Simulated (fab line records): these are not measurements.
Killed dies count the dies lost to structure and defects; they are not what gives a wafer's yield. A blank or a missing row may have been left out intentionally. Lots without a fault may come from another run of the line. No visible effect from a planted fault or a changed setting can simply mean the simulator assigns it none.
Split-lot experiment ; flow n5 finfet ; 21 wafers read across 7 lots, on a route 1938 steps long

## THE SPLIT ITSELF
At N5_BEOL_M6_ALD_77 (deposits TaN, target thk 2 nm, pulse time 2 s, purge time 3 s), the setting ald cycles was moved away from the recipe's 40 on 8 of the 21 wafers read, by -15.0% to +15.0%. The other wafers ran this setting at the recipe's value.

The split's own step is where the reading is taken.

## THE READING
TaN_of_BEOL_M6_ALD_77.thk nm (the simulator's own value, which no gauge read), in nm, at N5_BEOL_M6_ALD_77 (deposits TaN, target thk 2 nm, pulse time 2 s, purge time 3 s). There is no usual value for it anywhere in the file.

wafer;tool, chamber at the split;ald cycles as run;against the recipe;TaN_of_BEOL_M6_ALD_77.thk nm, nm;against lot-mates on the recipe
L076.1;ald metal-01, 2,0;40;recipe;2;-
L076.4;ald metal-01, 2,0;40;recipe;2;-
L076.2;ald metal-01, 3;42;+5.0%;2;+0.0
L079.1;ald metal-03, 2,1,3;40;recipe;2;-
L079.3;ald metal-03, 2,1,3;40;recipe;2;-
L079.6;ald metal-03, 2,1,3;40;recipe;2;-
L083.3;ald metal-02, 3,2;34;-15.0%;1.6;-0.4
L083.6;ald metal-02, 3,2;34;-15.0%;1.6;-0.4
L083.5;ald metal-02, 3;40;recipe;2;-
L088.2;ald metal-01, 2;40;recipe;2;-
L088.3;ald metal-01, 0;46;+15.0%;2.2;+0.2
L088.4;ald metal-01, 1;46;+15.0%;2.4;+0.4
L091.1;ald metal-03, 3,0;37;-7.5%;1.8;-0.2
L091.4;ald metal-03, 3,0;37;-7.5%;1.8;-0.2
L091.5;ald metal-03, 1;40;recipe;2;-
L096.3;ald metal-02, 1,2;40;recipe;2;-
L096.6;ald metal-02, 1,2;40;recipe;2;-
L096.5;ald metal-02, 1;37;-7.5%;1.8;-0.2
L097.2;ald metal-03, 2,1,0;40;recipe;2;-
L097.4;ald metal-03, 2,1,0;40;recipe;2;-
L097.5;ald metal-03, 2,1,0;40;recipe;2;-
When a row names more than one chamber, that row covers several wafers, and the file does not tell which wafer ran in which chamber.

THE FIT
A straight line over all 21 wafers: TaN_of_BEOL_M6_ALD_77.thk nm changes by +0.023 nm for each +1% of ald cycles; r = +0.97; the points scatter about the line by 0.045 nm.
The same after taking each lot's own level away (the mean of its wafers on the recipe; 21 wafers): +0.023 nm for each +1%; r = +0.97; scatter 0.045 nm.
On that fit, the largest move of ald cycles shifts the reading by 0.35 nm.
The lots' own levels span 2.00 to 2.00 nm.
So the lot-to-lot level changes the slope little: the two slopes agree.
Check: with one of the wafers moved furthest among these (-15.0%) left out of the fit, the line predicts -0.353 nm for it against its lot-mates. Against them it came out at -0.4 nm.

## OTHER SPLITS APPLIED TO THESE WAFERS
Note: prior to the reading, these wafers also went through further splits. Each is held against what the fit with the lots' levels taken away leaves over:
other split on the same wafers;wafers away from the commonest value;r with TaN_of_BEOL_M6_ALD_77.thk nm (lot level and that fit taken away)
N5_BEOL_M1_HM_DEP_02 target thk a;9;-0.29
N5_BEOL_M2_SPUTTER_48 time s;11;+0.15
N5_BEOL_M3_ETCH_41 target depth a;10;+0.19
N5_BEOL_M4_ETCH_70 time s;7;+0.31
N5_BEOL_M4_TRENCH_ETCH_37 source w;5;+0.17

## THE FILE'S OWN FIT
TaN_of_BEOL_M6_ALD_77.thk nm changes by +0.023 nm for each +1% of ald cycles, r = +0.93.
